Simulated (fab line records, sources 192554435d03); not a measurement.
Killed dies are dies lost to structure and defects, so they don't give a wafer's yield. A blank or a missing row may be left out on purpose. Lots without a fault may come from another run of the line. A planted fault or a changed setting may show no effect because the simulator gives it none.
fab line records | flow n5_finfet | part 1 of 2: steps 1 to 42 of 43
record lots=5 wafers=15 last_day=17
route steps=1938 shown BEOL_M1@821 BEOL_M2@841 BEOL_M4@1111 PASSIVATION@1936
lots that met no fault: from a run of the same line without faults
start_h: hours from the record's first day to the start of the lot's first wafer shown | wait_h: hours since the lot's step before | " the same as in the row above | L1.1+2: a row that stands for several wafers | - no value, or no start given | * or withheld: withheld | < > ~ a bound
route shown NAME@n: a module of which the file shows steps, and the number in the route of the first | usual: mean/standard deviation of fault-free wafers | same: alike in all rows | chamber/n: place in a boat | sites: the reading at each site | _std_site: their standard deviation | _edge_site: outer sites' mean less inner sites' | radius_mm: how far each site lies from the wafer's centre | mask NAME#n: copy n | behind: the tool/chamber that last shaped the wafer | hold: why the lot was held/for how many hours/how that ended | device: the transistor (n, p or np) that didn't switch | end of line: the same wafers' tests at the end of the route | a step without rows: its recipe alone | killed: dies lost to structure and defects at the first sort, not the wafer's yield | map: a wafer's dies, x killed, . not, _ none there
set.NAME: the setting as run; set.NAME@STEP: as run at that earlier step | model.NAME: the simulator's own value behind a step, which no gauge read
lots at some steps of the route; a table a step, a row a wafer
services: from which hour (start_h, from the record's first day; less than 0 if before it) a tool's chamber was out of use, for how many hours, and why
## steps
# step N5_BEOL_M1_ANNEAL_87
# recipe temp_c=400 time_s=240 ambient=vacuum
# step N5_BEOL_M1_SPUTTER_88
# recipe material=Cu target_thk_a=45 temp_c=-20 chamber_pressure_pa=0.07 power_w=withheld time_s=8.29
# usual throttle_valve_pct=30.1/1.5
# columns lot.wafer tool chamber start_h wait_h throttle_valve_pct
L220.1 pvd_sputter-03 - 169.75 0.1 31.8
L220.5 " - " " 31.8
L220.6 " - " " 29.7
L225.2 pvd_sputter-03 - 216.93 0.1 31.5
L225.5 " - " " 29.7
L225.6 " - " " 31.8
L228.2 pvd_sputter-02 - 219.63 0.1 30.5
L228.4 " - " " 27.7
L228.6 " - " " 30.2
L229.1 pvd_sputter-03 - 222.25 0.1 31.9
L229.2 " - " " 29.9
L229.5 " - " " 29.7
L236.1 pvd_sputter-01 - 265.54 0.1 28.3
L236.4 " - " " 30.9
L236.5 " - " " 28.5
# step N5_BEOL_M1_ANNEAL_89
# recipe temp_c=400 time_s=240 ambient=vacuum
# step N5_BEOL_M1_SPUTTER_90
# recipe material=Cu target_thk_a=45 temp_c=-20 chamber_pressure_pa=0.07 power_w=withheld time_s=8.29
# step N5_BEOL_M1_ANNEAL_91
# recipe temp_c=400 time_s=240 ambient=vacuum
# step N5_BEOL_M1_SPUTTER_92
# recipe material=Cu target_thk_a=45 temp_c=-20 chamber_pressure_pa=0.07 power_w=withheld time_s=8.29
# step N5_BEOL_M1_ANNEAL_93
# recipe temp_c=400 time_s=240 ambient=vacuum
# step N5_BEOL_M1_SPUTTER_94
# recipe material=Cu target_thk_a=45 temp_c=-20 chamber_pressure_pa=0.07 power_w=withheld time_s=8.29
# usual throttle_valve_pct=30.1/1.5
# columns lot.wafer tool chamber start_h wait_h throttle_valve_pct
L220.1 pvd_sputter-03 - 170.41 0.1 31.6
L220.5 " - " " 31.9
L220.6 " - " " 29.9
L225.2 pvd_sputter-03 - 217.59 0.1 31.5
L225.5 " - " " 30.0
L225.6 " - " " 31.6
L228.2 pvd_sputter-02 - 220.29 0.1 30.0
L228.4 " - " " 27.4
L228.6 " - " " 30.5
L229.1 pvd_sputter-03 - 222.91 0.1 32.0
L229.2 " - " " 30.0
L229.5 " - " " 29.8
L236.1 pvd_sputter-01 - 266.20 0.1 28.5
L236.4 " - " " 30.9
L236.5 " - " " 28.1
# step N5_BEOL_M1_ANNEAL_95
# recipe temp_c=400 time_s=240 ambient=vacuum
# usual heater_power_w=876/74
# columns lot.wafer tool chamber start_h wait_h heater_power_w
L220.1 pvd_sputter-03 - 170.49 0.0 894
L220.5 " - " " 935
L220.6 " - " " 972
L225.2 pvd_sputter-03 - 217.67 0.0 821
L225.5 " - " " 934
L225.6 " - " " 822
L228.2 pvd_sputter-02 - 220.37 0.0 911
L228.4 " - " " 967
L228.6 " - " " 935
L229.1 pvd_sputter-03 - 222.99 0.0 882
L229.2 " - " " 938
L229.5 " - " " 973
L236.1 pvd_sputter-01 - 266.28 0.0 964
L236.4 " - " " 823
L236.5 " - " " 713
# step N5_BEOL_M1_SPUTTER_96
# recipe material=Cu target_thk_a=45 temp_c=-20 chamber_pressure_pa=0.07 power_w=withheld time_s=8.29
# step N5_BEOL_M1_ECD_50
# recipe material=Cu target_thk_a=3000
# step N5_BEOL_M1_ANNEAL_51
# recipe temp_c=225 time_s=90 ambient=N2
# step N5_BEOL_M1_CMP_52
# recipe stop_on=SiOC t_overpolish_s=6.8 down_force_psi=1 platen_rpm=50 clearing_platen_down_force_psi=1.5 clearing_platen_rpm=50 post_cmp_clean=cu_alkaline target_thk_nm=40 clearing_platen_pad_velocity_m_s=0.99484 pad_velocity_m_s=0.99484
# usual barrier_field_endpoint_s=25.1/0.57 motor_current_A=6.0/0.55 overpolish_run_s=6.800/0.0095 retaining_ring_pressure_frac=1.000/0.005 slurry_flow_ml_min=150.0/0.49 time_to_endpoint_s=63.6/2.8
# columns lot.wafer tool chamber start_h wait_h barrier_field_endpoint_s motor_current_A overpolish_run_s retaining_ring_pressure_frac slurry_flow_ml_min time_to_endpoint_s
L220.1 cmp-04 0 171.23 0.4 24.5 5.5 6.798 1.006 149.8 63.6
L220.5 " 1 " " 25.1 5.9 6.791 1.002 149.4 69.4
L220.6 " 2 " " 24.3 5.2 6.800 0.996 149.3 64.8
L225.2 cmp-03 3 218.44 0.3 24.8 6.9 6.800 1.002 149.2 61.5
L225.5 " 2 " " 25.0 6.5 6.785 1.003 150.7 62.0
L225.6 " 3 " " 24.9 6.6 6.785 0.989 149.8 60.9
L228.4 cmp-03 2 221.25 0.1 25.2 6.2 6.808 0.995 150.4 62.9
L228.2 " 3 " " 41.3 6.9 0.037 0.999 149.6 80.5
L228.6 " 2 " " 25.6 6.7 6.811 0.997 150.0 66.7
L229.2 cmp-02 3 223.70 0.3 25.3 6.0 6.805 1.008 149.4 63.6
L229.1 " 0 " " 25.0 5.7 6.791 0.999 150.2 68.3
L229.5 " 1 " " 26.0 6.6 6.792 1.003 149.7 69.0
L236.1 cmp-04 3 267.16 0.3 24.6 5.9 6.785 1.001 150.1 63.5
L236.4 " 0 " " 24.9 5.5 6.805 1.011 150.7 62.7
L236.5 " 0 " " 25.8 5.5 6.792 1.007 150.6 63.0
# step N5_BEOL_M1_THK_MEAS_53
# recipe thk_meas_gauge=xrf reads=Cu_of_BEOL_M1_ECD_50
# usual M1_THK=40.2/1.7
# columns lot.wafer tool chamber start_h wait_h M1_THK[nm]
L220.1 film_metro-02 - 171.42 - 42.3
L220.5 " - " " 42.5
L220.6 " - " " 41.3
L225.2 film_metro-02 - 218.70 - 40.0
L225.5 " - " " 38.9
L225.6 " - " " 41.9
L228.2 film_metro-01 - 221.54 - 170.9
L228.4 " - " " 40.2
L228.6 " - " " 42.1
L229.1 film_metro-02 - 223.92 - 40.3
L229.2 " - " " 40.3
L229.5 " - " " 44.5
L236.1 film_metro-01 - 267.45 - 39.1
L236.4 " - " " 40.5
L236.5 " - " " 41.9
# step N5_BEOL_M1_PRE_CLEAN_60
# recipe gas=NH3/H2 time_s=15 temp_c=* rf_power_w=300
# usual heater_power_outer_w=13/8.6 heater_power_w=78/18
# columns lot.wafer tool chamber start_h wait_h heater_power_outer_w heater_power_w
L220.1 cvd_co-01 1 171.59 0.2 15 79
L220.5 " 0 " " 11 80
L220.6 " 1 " " 16 82
L225.2 cvd_co-01 2 218.73 0.0 2 47
L225.5 " 0 " " 12 83
L225.6 " 2 " " 2 47
L228.2 cvd_co-02 0 221.58 0.0 6 76
L228.4 " 1 " " 19 84
L228.6 " 0 " " 6 77
L229.1 cvd_co-01 2 223.96 0.0 2 48
L229.2 " 0 " " 12 83
L229.5 " 0 " " 11 82
L236.1 cvd_co-02 2 267.49 0.0 29 105
L236.4 " 2 " " 29 109
L236.5 " 1 " " 19 86
# step N5_BEOL_M1_CO_CAP_55
# recipe material=Co target_thk_a=20 temp_c=200 precursor=CCTBA/H2 pressure_torr=30 time_s=102.1
# step N5_BEOL_M1_PRE_CLEAN_56
# recipe gas=NH3 time_s=15 temp_c=withheld rf_power_w=300
# step N5_BEOL_M1_DEP_57
# recipe material=SiCN target_thk_a=80 temp_c=withheld precursor=3MS/NH3 pressure_torr=3 rf_w=202 time_s=14
# step N5_BEOL_M1_INSPECT_59
# recipe inspect_instrument=darkfield mode=post_dep
# usual raw_defect_count=69/22
# columns lot.wafer tool chamber start_h wait_h raw_defect_count
L220.1 defect_inspect-01 - 171.84 0.0 86
L220.5 " - " " 61
L220.6 " - " " 85
L225.2 defect_inspect-02 - 219.01 0.0 65
L225.5 " - " " 68
L225.6 " - " " 97
L228.2 defect_inspect-02 - 221.86 0.0 1573
L228.4 " - " " 35
L228.6 " - " " 59
L229.1 defect_inspect-01 - 224.20 0.0 55
L229.2 " - " " 75
L229.5 " - " " 83
L236.1 defect_inspect-01 - 267.74 0.0 61
L236.4 " - " " 49
L236.5 " - " " 44
# step N5_BEOL_M2_ILD_DEP_00
# recipe material=SiOC target_thk_a=790 temp_c=350 precursor=DEMS/O2 pressure_torr=5 rf_w=500 time_s=15.3
# step N5_BEOL_M2_THK_MEAS_01
# recipe reads=SiOC_of_BEOL_M2_ILD_DEP_00
# usual M2_ILD_THK=78.7/1.2
# columns lot.wafer tool chamber start_h wait_h M2_ILD_THK[nm]
L220.1 film_metro-01 - 171.94 0.0 77.8
L220.5 " - " " 79.0
L220.6 " - " " 77.5
L225.2 film_metro-01 - 219.12 0.1 77.1
L225.5 " - " " 79.8
L225.6 " - " " 77.6
L228.4 film_metro-02 - 221.96 0.0 78.7
L228.6 " - " " 77.4
L229.1 film_metro-01 - 224.31 0.0 77.7
L229.2 " - " " 76.6
L229.5 " - " " 77.7
L236.1 film_metro-01 - 267.84 0.0 79.2
L236.4 " - " " 79.7
L236.5 " - " " 81.6
# step N5_BEOL_M2_PECVD_72
# recipe material=SiO2 target_thk_a=160 temp_c=400 precursor=TEOS/O2 pressure_torr=5.5 rf_w=450 teos_flow_sccm=53.8 gas=O2 flow_sccm=3000 time_s=18
# usual heater_power_outer_w=428/59 heater_power_w=735/68 showerhead_plenum_p_Torr=8.78/0.042 throttle_valve_pct=22.0/0.93
# columns lot.wafer tool chamber start_h wait_h heater_power_outer_w heater_power_w showerhead_plenum_p_Torr throttle_valve_pct
L220.1 pecvd-03 0 171.98 0.0 417 709 8.80 21.9
L220.5 " 0 " " 423 704 8.79 21.4
L220.6 " 1 " " 463 812 8.76 21.6
L225.2 pecvd-04 0 219.15 0.0 489 819 8.83 22.8
L225.5 " 1 " " 484 764 8.85 22.7
L225.6 " 0 " " 486 811 8.81 22.1
L228.4 pecvd-02 2 222.02 0.1 426 697 8.78 21.4
L228.6 " 0 " " 471 789 8.83 23.7
L229.1 pecvd-03 2 224.35 0.0 406 774 8.81 20.8
L229.2 " 1 " " 383 713 8.77 21.9
L229.5 " 2 " " 404 764 8.80 20.8
L236.1 pecvd-02 1 267.88 0.0 318 610 8.72 22.3
L236.4 " 0 " " 427 773 8.83 24.1
L236.5 " 1 " " 327 640 8.74 22.0
# step N5_BEOL_M2_HM_DEP_02
# recipe material=TiN target_thk_a=200 temp_c=25 chamber_pressure_pa=0.49996
# step N5_BEOL_M2_COAT_61
# recipe resist=SOC temp_c=250 time_s=60 spin_rpm=1500 resist_thk_nm=60
# step N5_BEOL_M2_COAT_62
# recipe resist=SiARC temp_c=220 time_s=60 spin_rpm=1500 resist_thk_nm=12
# step N5_BEOL_M2_COAT_73
# recipe resist=underlayer temp_c=205 time_s=60 spin_rpm=1500 resist_thk_nm=5
# step N5_BEOL_M2_COAT_05
# recipe resist=CAR-EUV spin_rpm=1500 resist_thk_nm=30
# step N5_BEOL_M2_EBR_07
# recipe solvent=PGMEA ebr_width_mm=1.5
# step N5_BEOL_M2_SOFTBAKE_06
# recipe temp_c=110 time_s=60 resist=CAR-EUV
# step N5_BEOL_M2_EXPOSE_08
# recipe mask_id=M2 na=0.33 source_shape=dipole sigma_inner=0.369 sigma_outer=0.767 polarization=unpolarized dose_mj=41.25
# step N5_BEOL_M2_PEB_09
# recipe peb_temp_c=100 peb_time_s=60 resist=CAR-EUV
# step N5_BEOL_M2_DEVELOP_10
# recipe develop_time_s=30 developer=TMAH resist=CAR-EUV rinse_liquid=surfactant_rinse dry=air_spin dev_temp_c=23
# step N5_BEOL_M2_CD_MEAS_11
# recipe target_cd_nm=16.79 landing_energy_ev=500 detector=se_inlens polarity=opening
# usual cd_nm=16.82/0.25
# columns lot.wafer tool chamber start_h wait_h cd_nm
L220.1 cd_sem-01 0 174.27 - 17.01
L220.5 " 0 " " 16.71
L220.6 " 0 " " 17.05
L225.2 cd_sem-01 0 219.63 - 17.23
L225.5 " 0 " " 16.88
L225.6 " 0 " " 16.96
L228.4 cd_sem-02 0 224.52 - 17.25
L228.6 " 0 " " 16.69
L229.1 cd_sem-01 0 225.34 - 16.94
L229.2 " 0 " " 16.64
L229.5 " 0 " " 16.38
L236.1 cd_sem-01 0 269.84 - 17.20
L236.4 " 0 " " 16.85
L236.5 " 0 " " 16.46
# step N5_BEOL_M2_OVL_MEAS_12
# recipe points_per_wafer=522
# usual M2_OVL=0.2/0.57
# columns lot.wafer tool chamber start_h wait_h M2_OVL[nm]
L220.1 overlay-01 0 174.30 0.0 -0.7
L220.5 " 0 " " -0.7
L220.6 " 0 " " -1.2
L225.2 overlay-01 0 219.66 0.0 -0.8
L225.5 " 0 " " 0.2
L225.6 " 0 " " 0.6
L228.4 overlay-01 0 224.57 0.1 1.1
L228.6 " 0 " " 0.6
L229.1 overlay-01 0 225.37 0.0 0.4
L229.2 " 0 " " 0.1
L229.5 " 0 " " 0.3
L236.1 overlay-01 0 269.87 0.0 0.9
L236.4 " 0 " " 0.4
L236.5 " 0 " " 0.7
# step N5_BEOL_M2_INSPECT_13
# recipe mode=adi inspect_instrument=brightfield
# usual raw_defect_count=401/87
# columns lot.wafer tool chamber start_h wait_h raw_defect_count
L220.1 defect_inspect-02 - 174.36 0.1 512
L220.5 " - " " 439
L220.6 " - " " 419
L225.2 defect_inspect-01 - 219.71 0.0 481
L225.5 " - " " 288
L225.6 " - " " 310
L228.4 defect_inspect-01 - 224.61 0.0 283
L228.6 " - " " 279
L229.1 defect_inspect-02 - 225.43 0.1 467
L229.2 " - " " 543
L229.5 " - " " 509
L236.1 defect_inspect-02 - 269.93 0.1 526
L236.4 " - " " 478
L236.5 " - " " 294
# step N5_BEOL_M2_DESCUM_16
# recipe chemistry=O2 time_s=7 source_power_w=50 bias_power_w=20 pressure_mtorr=20 rf_frequency_hz=2.712e+07 temp_c=40 resist=CAR-EUV o2_flow_sccm=225
# step N5_BEOL_M2_ETCH_74
# recipe chemistry=N2/H2 target=underlayer target_depth_a=65 mask_material=CAR-EUV time_s=5.2 ion_energy_ev=200 pressure_mtorr=30 source_w=840 bias_w=150 n2_flow_sccm=200 h2_flow_sccm=200 ends=cleared
# step N5_BEOL_M2_ETCH_63
# recipe chemistry=CF4 target=SiARC target_depth_a=156 mask_material=CAR-EUV time_s=26 ion_energy_ev=80 pressure_mtorr=40 source_w=545 bias_w=36 Ar_flow_sccm=100 cf4_flow_sccm=100 ends=cleared
# step N5_BEOL_M2_ETCH_64
# recipe chemistry=N2/H2 target=SOC target_depth_a=750 overetch_a=225 mask_material=SiARC temp_c=40 time_s=121.9 ion_energy_ev=200 pressure_mtorr=30 source_w=840 bias_w=150 n2_flow_sccm=200 h2_flow_sccm=200
# step N5_BEOL_M2_STRIP_65
# recipe chemistry=N2/H2 temp_c=40 n2_flow_sccm=200 h2_flow_sccm=200 rf_frequency_hz=6e+07
# step N5_BEOL_M2_STRIP_75
# recipe chemistry=N2/H2 temp_c=40 n2_flow_sccm=200 h2_flow_sccm=200 rf_frequency_hz=6e+07
# step N5_BEOL_M4_RC_MEAS_101
# usual DIBL_N=37.1/1.9 DIBL_P=37.2/2.3 IOFF_N=0.18/0.04 IOFF_P=0.23/0.044 ION_N=682/11 ION_P=468/8.6 SS_N=71.9/0.68 SS_P=73.5/0.74 VT_N=248/3.4 VT_P=-248/3.4
# columns lot.wafer tool chamber start_h wait_h DIBL_N[mV/V] DIBL_P[mV/V] IOFF_N[nA/um] IOFF_P[nA/um] ION_N[uA/um] ION_P[uA/um] SS_N[mV/dec] SS_P[mV/dec] VT_N[mV] VT_P[mV]
L220.1 prober-02 0 198.26 0.0 36.9 37.4 0.17 0.21 677 462 71.9 72.9 250 -248
L220.5 " 0 " " 35.7 36.3 0.14 0.19 667 452 71.3 73.4 251 -253
L220.6 " 0 " " 33.2 32.4 0.12 0.15 662 459 71.3 71.3 254 -254
L225.2 prober-01 0 247.84 0.2 36.0 36.5 0.17 0.25 687 478 71.8 73.2 248 -246
L225.5 " 0 " " 38.7 40.7 0.23 0.32 708 485 72.5 73.7 242 -240
L225.6 " 0 " " 36.4 36.1 0.17 0.24 675 467 71.8 73.1 249 -245
L228.4 prober-02 0 256.47 0.5 37.5 39.0 0.18 0.24 694 475 72.1 73.2 249 -249
L228.6 " 0 " " 33.6 33.8 0.12 0.17 685 468 70.6 72.1 252 -251
L229.1 prober-01 0 260.88 0.0 39.6 40.9 0.23 0.28 690 469 72.6 74.0 248 -246
L229.2 " 0 " " 36.0 36.7 0.16 0.22 664 466 71.7 73.6 249 -249
L229.5 " 0 " " 39.2 41.2 0.23 0.29 698 475 71.9 74.6 244 -245
L236.1 prober-02 0 297.82 0.0 38.2 40.0 0.20 0.27 678 458 71.4 75.1 246 -247
L236.4 " 0 " " 36.9 36.7 0.16 0.21 668 457 71.6 72.9 252 -252
L236.5 " 0 " " 37.0 37.8 0.19 0.23 683 464 71.7 73.2 247 -249
## key
first_sign step=N5_BEOL_M1_CMP_52 reading=overpolish_run_s direction=down sigmas=99+ usual=6.800 struck=0.037
effect step=N5_BEOL_M1_CMP_52 reading=barrier_field_endpoint_s direction=up sigmas=28 usual=25.1 struck=41.3
effect step=N5_BEOL_M1_THK_MEAS_53 reading=M1_THK direction=up sigmas=78 usual=40.2 struck=170.9
effect step=N5_BEOL_M1_INSPECT_59 reading=raw_defect_count direction=up sigmas=67 usual=69 struck=1573
effect step=N5_PASSIVATION_PROBE_49 reading=killed_at_M0_to_M3 direction=up sigmas=99+ usual=32 struck=1114
more_kills_born_at N5_BEOL_M1_CMP_52@cmp-03=1082
met_at N5_BEOL_M1_CMP_52
struck_wafers L228.2
later_rows_left_out L228.2
onset_between 218.44 221.25
fault kind=process_parameter_drift tool=cmp-03 chamber=- onset_h=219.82 steps=N5_BEOL_M1_CMP_52 channel=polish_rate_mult offset=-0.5 shape=step end_h=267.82 scope=struck_wafers_only
# later_rows_left_out: the simulator's readings of these wafers behind a module that went badly wrong aren't trusted and aren't shown, but for the sort
